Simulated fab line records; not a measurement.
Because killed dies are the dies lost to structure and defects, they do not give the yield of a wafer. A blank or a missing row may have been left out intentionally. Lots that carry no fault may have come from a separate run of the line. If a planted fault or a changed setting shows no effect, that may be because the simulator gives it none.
Matching of chambers + flow nand_harc + NHARC_A_STAIRCASE_DESCUM_443 on rie_diel-02: 4 sister chambers
The step chemistry O2, time 3 s. 16 wafers are shown with their chamber, then 8 later ones without.

EACH WAFER AND ITS CHAMBER
| wafer  | chamber | showerhead_plenum_p_Torr (Torr) | oes_product_au (a.u.) | rf_vpp_V (V) |
|--------|---------|---------------------------------|-----------------------|--------------|
| L074.1 | 1       | 1.80                            | 0.981                 | 57.7         |
| L074.5 | 3       | 1.82                            | 0.997                 | 56.8         |
| L074.6 | 0       | 2.06                            | 0.994                 | 55.9         |
| L077.1 | 2       | 1.95                            | 0.993                 | 57.8         |
| L077.5 | 3       | 1.82                            | 0.993                 | 57.3         |
| L077.6 | 2       | 1.95                            | 0.988                 | 57.5         |
| L077.2 | 3       | 1.82                            | 0.994                 | 57.8         |
| L077.3 | 0       | 2.06                            | 0.989                 | 57.5         |
| L077.4 | 1       | 1.80                            | 0.976                 | 57.1         |
| L083.1 | 3       | 1.82                            | 0.983                 | 57.4         |
| L083.2 | 2       | 1.95                            | 0.978                 | 59.8         |
| L083.5 | 3       | 1.82                            | 0.996                 | 58.0         |
| L084.1 | 1       | 1.80                            | 0.978                 | 57.9         |
| L084.2 | 3       | 1.81                            | 0.999                 | 58.0         |
| L084.5 | 0       | 2.05                            | 1.018                 | 57.1         |
| L085.1 | 2       | 1.95                            | 0.995                 | 57.9         |

SIGNATURES (averages over the wafers above)
| reading                  | chamber 0 | chamber 1 | chamber 2 | chamber 3 | scatter within a chamber |
|--------------------------|-----------|-----------|-----------|-----------|--------------------------|
| showerhead_plenum_p_Torr | 2.0567    | 1.8000    | 1.9500    | 1.8183    | 0.00354                  |
| oes_product_au           | 1.00033   | 0.97833   | 0.98850   | 0.99367   | 0.00829                  |
| rf_vpp_V                 | 56.833    | 57.567    | 58.250    | 57.550    | 0.715                    |
Rule: a wafer's distance from a chamber is the root of the sum, over the readings, of the square of ((its reading less the chamber's mean) divided by the reading's scatter). If the next closest chamber is less than 2 further off than the closest, the wafer can't be placed; otherwise it belongs to the closest. The scatter is the square root of a quotient: the sum, over the shown wafers, of each reading's squared deviation from its chamber's mean, divided by wafers minus chambers.

WAFERS WITHOUT THEIR CHAMBER
| wafer  | showerhead_plenum_p_Torr (Torr) | oes_product_au (a.u.) | rf_vpp_V (V) |
|--------|---------------------------------|-----------------------|--------------|
| L085.3 | 1.80                            | 0.977                 | 56.3         |
| L085.4 | 1.82                            | 1.014                 | 59.2         |
| L091.3 | 2.05                            | 1.010                 | 56.9         |
| L091.4 | 2.05                            | 1.007                 | 57.7         |
| L091.6 | 1.79                            | 0.973                 | 56.5         |
| L095.1 | 1.81                            | 0.995                 | 56.3         |
| L095.4 | 2.05                            | 1.018                 | 58.2         |
| L095.6 | 1.79                            | 0.971                 | 56.8         |

CHAMBER TAKEN BY EACH
| wafer  | from the rows above     | in truth |
|--------|-------------------------|----------|
| L085.3 | 1                       | 1        |
| L085.4 | 3                       | 3        |
| L091.3 | 0                       | 0        |
| L091.4 | 0                       | 0        |
| L091.6 | 1                       | 1        |
| L095.1 | can't be placed: 3 or 1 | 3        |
| L095.4 | 0                       | 0        |
| L095.6 | 1                       | 1        |
Correctly placed: 7 of 8. Unplaceable from these rows: 1, with the true chamber sitting among the candidates in 1. Placed wrongly: 0.
